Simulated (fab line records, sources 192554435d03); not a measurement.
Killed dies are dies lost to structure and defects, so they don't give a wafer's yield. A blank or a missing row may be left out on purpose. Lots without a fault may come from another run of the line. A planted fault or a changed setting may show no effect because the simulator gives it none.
fab line records | flow n5_finfet | part 2 of 2: steps 25 to 34 of 34
record lots=5 wafers=15 last_day=17
route steps=1938 shown BEOL_M10@1517 BEOL_M11@1536
lots that met no fault: from a run of the same line without faults
start_h: hours from the record's first day to the start of the lot's first wafer shown | wait_h: hours since the lot's step before | " the same as in the row above | L1.1+2: a row that stands for several wafers | - no value, or no start given | * or withheld: withheld | < > ~ a bound
route shown NAME@n: a module of which the file shows steps, and the number in the route of the first | usual: mean/standard deviation of fault-free wafers | same: alike in all rows | chamber/n: place in a boat | sites: the reading at each site | _std_site: their standard deviation | _edge_site: outer sites' mean less inner sites' | radius_mm: how far each site lies from the wafer's centre | mask NAME#n: copy n | behind: the tool/chamber that last shaped the wafer | hold: why the lot was held/for how many hours/how that ended | device: the transistor (n, p or np) that didn't switch | end of line: the same wafers' tests at the end of the route | a step without rows: its recipe alone | killed: dies lost to structure and defects at the first sort, not the wafer's yield | map: a wafer's dies, x killed, . not, _ none there
set.NAME: the setting as run; set.NAME@STEP: as run at that earlier step | model.NAME: the simulator's own value behind a step, which no gauge read
lots at some steps of the route; a table a step, a row a wafer
services: from which hour (start_h, from the record's first day; less than 0 if before it) a tool's chamber was out of use, for how many hours, and why
## steps
# step N5_BEOL_M11_COAT_59
# recipe resist=SOC temp_c=250 time_s=60 spin_rpm=1500 resist_thk_nm=100
# usual plate_temp_C=250.02/0.17 resist_line_temp_C=23.01/0.11
# same time_s=60
# columns lot.wafer tool chamber start_h wait_h plate_temp_C resist_line_temp_C
L077.2 litho_track-04 0 260.81 0.1 250.05 23.12
L077.5 " 0 " " 250.30 22.98
L077.6 " 0 " " 250.11 23.12
L082.2 litho_track-03 0 295.94 0.1 250.20 22.87
L082.4 " 0 " " 249.90 23.06
L082.6 " 0 " " 250.22 23.06
L085.1 litho_track-03 0 308.83 0.1 250.25 23.16
L085.2 " 0 " " 250.04 23.12
L085.6 " 0 " " 250.14 23.22
L087.3 litho_track-04 0 333.99 0.1 250.03 22.94
L087.4 " 0 " " 250.14 23.05
L087.6 " 0 " " 250.31 22.88
L092.2 litho_track-04 0 362.55 0.1 249.96 22.80
L092.5 " 0 " " 250.01 22.89
L092.6 " 0 " " 250.07 22.99
# step N5_BEOL_M11_COAT_60
# recipe resist=SiARC temp_c=220 time_s=60 spin_rpm=1500 resist_thk_nm=30
# usual plate_temp_C=220.02/0.17 resist_line_temp_C=22.99/0.1
# same time_s=60
# columns lot.wafer tool chamber start_h wait_h plate_temp_C resist_line_temp_C
L077.2 litho_track-04 0 - - 219.73 22.96
L077.5 " 0 " " 219.98 22.91
L077.6 " 0 " " 219.80 22.94
L082.2 litho_track-03 0 - - 220.10 23.01
L082.4 " 0 " " 219.88 22.90
L082.6 " 0 " " 220.01 22.97
L085.1 litho_track-03 0 - - 220.06 23.00
L085.2 " 0 " " 220.06 22.85
L085.6 " 0 " " 220.16 23.07
L087.3 litho_track-04 0 - - 220.50 23.03
L087.4 " 0 " " 220.32 22.94
L087.6 " 0 " " 220.18 22.97
L092.2 litho_track-04 0 - - 219.99 23.09
L092.5 " 0 " " 219.82 23.19
L092.6 " 0 " " 219.89 23.05
# step N5_BEOL_M11_COAT_05
# recipe resist=CAR-ArF spin_rpm=1500 resist_thk_nm=90
# usual resist_line_temp_C=23.01/0.1
# columns lot.wafer tool chamber start_h wait_h resist_line_temp_C
L077.2 litho_track-04 0 - - 22.98
L077.5 " 0 " " 23.08
L077.6 " 0 " " 23.20
L082.2 litho_track-03 0 - - 22.88
L082.4 " 0 " " 22.86
L082.6 " 0 " " 22.98
L085.1 litho_track-03 0 - - 22.84
L085.2 " 0 " " 22.96
L085.6 " 0 " " 22.91
L087.3 litho_track-04 0 - - 23.15
L087.4 " 0 " " 23.03
L087.6 " 0 " " 23.15
L092.2 litho_track-04 0 - - 23.11
L092.5 " 0 " " 23.13
L092.6 " 0 " " 23.06
# step N5_BEOL_M11_EBR_07
# recipe solvent=PGMEA ebr_width_mm=1.5
# usual resist_line_temp_C=23.00/0.11
# columns lot.wafer tool chamber start_h wait_h resist_line_temp_C
L077.2 litho_track-04 0 - - 22.95
L077.5 " 0 " " 22.80
L077.6 " 0 " " 22.94
L082.2 litho_track-03 0 - - 23.05
L082.4 " 0 " " 23.07
L082.6 " 0 " " 23.08
L085.1 litho_track-03 0 - - 22.92
L085.2 " 0 " " 22.92
L085.6 " 0 " " 22.90
L087.3 litho_track-04 0 - - 22.97
L087.4 " 0 " " 22.98
L087.6 " 0 " " 22.94
L092.2 litho_track-04 0 - - 23.12
L092.5 " 0 " " 23.14
L092.6 " 0 " " 23.13
# step N5_BEOL_M11_SOFTBAKE_06
# recipe temp_c=110 time_s=60 resist=CAR-ArF
# usual plate_temp_C=110.01/0.12 resist_line_temp_C=23.03/0.097
# same time_s=60
# columns lot.wafer tool chamber start_h wait_h plate_temp_C resist_line_temp_C
L077.2 litho_track-04 0 - - 109.84 23.06
L077.5 " 0 " " 109.92 23.02
L077.6 " 0 " " 110.14 23.05
L082.2 litho_track-03 0 - - 110.10 22.89
L082.4 " 0 " " 109.93 23.02
L082.6 " 0 " " 109.97 23.17
L085.1 litho_track-03 0 - - 110.23 23.05
L085.2 " 0 " " 110.06 22.91
L085.6 " 0 " " 109.95 23.07
L087.3 litho_track-04 0 - - 109.96 23.05
L087.4 " 0 " " 109.92 22.99
L087.6 " 0 " " 110.02 23.12
L092.2 litho_track-04 0 - - 110.20 23.08
L092.5 " 0 " " 110.15 23.18
L092.6 " 0 " " 110.00 23.07
# step N5_BEOL_M11_EXPOSE_08
# recipe mask_id=M11 na=1.35 source_shape=dipole sigma_inner=0.411 sigma_outer=0.611 polarization=te dose_mj=53.75
# same sigma_outer=0.611
# columns lot.wafer tool chamber start_h wait_h mask
L077.2+5+6 arfi_scanner-01 0 261.06 - M11#0
L082.2+4+6 arfi_scanner-02 0 296.19 - M11#0
L085.1+2+6 arfi_scanner-03 0 308.95 - M11#0
L087.3+4+6 arfi_scanner-01 0 334.25 - M11#0
L092.2+5+6 arfi_scanner-03 0 362.80 - M11#0
# step N5_BEOL_M11_PEB_09
# recipe peb_temp_c=withheld peb_time_s=60 resist=CAR-ArF
# usual resist_line_temp_C=23.02/0.091
# columns lot.wafer tool chamber start_h wait_h resist_line_temp_C
L077.2 litho_track-02 0 261.11 0.0 23.05
L077.5 " 0 " " 23.00
L077.6 " 0 " " 22.99
L082.2 litho_track-02 0 296.24 0.0 23.13
L082.4 " 0 " " 23.09
L082.6 " 0 " " 23.02
L085.1 litho_track-03 0 309.01 0.1 22.96
L085.2 " 0 " " 23.18
L085.6 " 0 " " 23.03
L087.3 litho_track-04 0 334.30 0.0 22.92
L087.4 " 0 " " 22.92
L087.6 " 0 " " 22.91
L092.2 litho_track-03 0 362.86 0.0 23.05
L092.5 " 0 " " 23.00
L092.6 " 0 " " 23.13
# step N5_BEOL_M11_DEVELOP_10
# recipe develop_time_s=30 developer=TMAH resist=CAR-ArF rinse_liquid=diw dry=air_spin dev_temp_c=23
# usual resist_line_temp_C=23.00/0.11
# columns lot.wafer tool chamber start_h wait_h resist_line_temp_C
L077.2 litho_track-02 0 - - 23.05
L077.5 " 0 " " 22.98
L077.6 " 0 " " 23.00
L082.2 litho_track-02 0 - - 23.14
L082.4 " 0 " " 23.11
L082.6 " 0 " " 23.20
L085.1 litho_track-03 0 - - 22.71
L085.2 " 0 " " 22.78
L085.6 " 0 " " 22.84
L087.3 litho_track-04 0 - - 22.94
L087.4 " 0 " " 23.21
L087.6 " 0 " " 22.96
L092.2 litho_track-03 0 - - 23.08
L092.5 " 0 " " 23.10
L092.6 " 0 " " 23.21
# step N5_BEOL_M11_CD_MEAS_11
# recipe target_cd_nm=64.1 landing_energy_ev=500 detector=se_inlens polarity=opening
# usual cd_nm=64.2/0.52
# columns lot.wafer tool chamber start_h wait_h cd_nm
L077.2 cd_sem-02 0 261.18 - 64.0
L077.5 " 0 " " 63.8
L077.6 " 0 " " 63.5
L082.2 cd_sem-01 0 296.31 - 63.5
L082.4 " 0 " " 63.1
L082.6 " 0 " " 63.6
L085.1 cd_sem-02 0 309.08 - 64.4
L085.2 " 0 " " 64.8
L085.6 " 0 " " 64.8
L087.3 cd_sem-02 0 334.36 - 64.7
L087.4 " 0 " " 64.6
L087.6 " 0 " " 65.0
L092.2 cd_sem-01 0 362.92 - 64.1
L092.5 " 0 " " 64.0
L092.6 " 0 " " 63.9
# step N5_BEOL_M11_OVL_MEAS_12
# recipe points_per_wafer=44
# usual M11_OVL=-0.2/0.83
# columns lot.wafer tool chamber start_h wait_h M11_OVL[nm]
L077.2 overlay-01 0 261.21 0.0 -0.5
L077.5 " 0 " " 0.7
L077.6 " 0 " " -0.6
L082.2 overlay-02 0 296.34 0.0 -0.3
L082.4 " 0 " " 0.4
L082.6 " 0 " " -0.4
L085.1 overlay-02 0 309.11 0.0 -1.5
L085.2 " 0 " " -0.2
L085.6 " 0 " " -0.7
L087.3 overlay-02 0 334.39 0.0 -0.6
L087.4 " 0 " " -1.2
L087.6 " 0 " " 0.2
L092.2 overlay-01 0 362.95 0.0 -0.2
L092.5 " 0 " " -0.5
L092.6 " 0 " " -0.2
## services
# columns tool chamber start_h hours kind
arfi_scanner-03 - 231.05 1.0 pm
uv_cure-01 - 232.42 2.1 pm
pecvd-01 2 235.29 6.0 repair
cmp-04 - 240.82 2.1 repair
arfi_scanner-01 - 248.48 1.0 pm
pecvd-01 2 255.35 1.9 repair
uv_cure-03 - 259.79 2.1 pm
ecd_cu-02 - 264.73 2.3 repair
arfi_scanner-03 - 269.83 1.0 pm
arfi_scanner-03 - 271.61 1.3 pm
ald_metal-03 - 286.75 6.0 pm
arfi_scanner-01 - 288.17 1.3 pm
rtp_anneal-01 - 288.53 3.9 pm
arfi_scanner-03 - 290.32 1.0 repair
arfi_scanner-01 - 303.49 0.8 pm
uv_cure-02 - 304.13 7.5 pm
arfi_scanner-01 - 306.11 3.1 pm
uv_cure-03 - 306.34 6.0 pm
arfi_scanner-03 - 306.63 0.2 repair
pecvd-04 0 327.13 2.1 repair
pvd_sputter-01 - 343.75 1.0 repair
ecd_cu-02 - 348.42 0.5 repair
cmp-04 - 355.45 4.0 pm
cmp-04 - 360.98 1.1 repair
